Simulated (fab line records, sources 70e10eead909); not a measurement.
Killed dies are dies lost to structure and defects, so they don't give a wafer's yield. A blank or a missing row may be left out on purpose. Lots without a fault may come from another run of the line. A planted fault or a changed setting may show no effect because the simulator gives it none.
Chamber matching | flow nand_harc | NHARC_P_M0_PRE_CLEAN_31 on pecvd-01: 3 sister chambers
The step time 12 s. 20 wafers are shown with their chamber, then 10 later ones without.

WAFERS WITH THEIR CHAMBER
wafer  | chamber | susceptor_temp_C (C) | heater_power_w (W)
L076.1 | 0       | 370.14               | 644
L076.3 | 1       | 370.36               | 595
L076.5 | 1       | 369.85               | 597
L078.4 | 0       | 370.15               | 652
L078.5 | 2       | 369.84               | 582
L078.6 | 1       | 370.32               | 669
L080.3 | 1       | 370.37               | 606
L080.4 | 2       | 369.93               | 661
L080.5 | 0       | 370.30               | 636
L083.2 | 1       | 370.05               | 544
L083.3 | 0       | 370.07               | 641
L083.5 | 0       | 370.05               | 615
L084.4 | 2       | 370.24               | 638
L084.5 | 1       | 370.21               | 563
L084.6 | 0       | 370.18               | 642
L087.1 | 0       | 369.93               | 617
L087.2 | 1       | 370.00               | 566
L087.3 | 2       | 369.73               | 572
L089.2 | 2       | 369.86               | 689
L089.4 | 2       | 369.99               | 683

SIGNATURES (means of the wafers above)
reading          | chamber 0 | chamber 1 | chamber 2 | scatter within a chamber
susceptor_temp_C | 370.1171  | 370.1657  | 369.9317  | 0.168
heater_power_w   | 635.29    | 591.43    | 637.50    | 37.4
Rule: a wafer's distance from a chamber is the root of the sum, over the readings, of the square of ((its reading less the chamber's mean) divided by the reading's scatter). The wafer belongs to the nearest chamber; if the next one is less than 2 further off, it can't be placed. The scatter: the root of (the sum of the squares of (reading less its chamber's mean) over the shown wafers, divided by (wafers less chambers)).

WAFERS WITHOUT THEIR CHAMBER
wafer  | susceptor_temp_C (C) | heater_power_w (W)
L089.5 | 369.96               | 658
L090.1 | 370.10               | 592
L090.5 | 369.77               | 655
L090.6 | 370.03               | 654
L094.2 | 370.26               | 614
L094.4 | 370.23               | 580
L094.6 | 370.18               | 605
L095.3 | 369.82               | 603
L095.4 | 369.69               | 602
L095.5 | 369.60               | 562

WHICH CHAMBER EACH WENT THROUGH
wafer  | from the rows above          | in truth
L089.5 | can't be placed: 2 or 0 or 1 | 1
L090.1 | can't be placed: 1 or 0 or 2 | 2
L090.5 | can't be placed: 2 or 0 or 1 | 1
L090.6 | can't be placed: 0 or 2 or 1 | 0
L094.2 | can't be placed: 1 or 0 or 2 | 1
L094.4 | can't be placed: 1 or 0 or 2 | 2
L094.6 | can't be placed: 1 or 0 or 2 | 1
L095.3 | can't be placed: 2 or 0 or 1 | 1
L095.4 | can't be placed: 2 or 0 or 1 | 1
L095.5 | can't be placed: 2 or 1 or 0 | 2
Placed correctly: 0 of 10. Can't be placed from these rows: 10 (the true chamber is among the candidates in 10). Placed wrongly: 0.
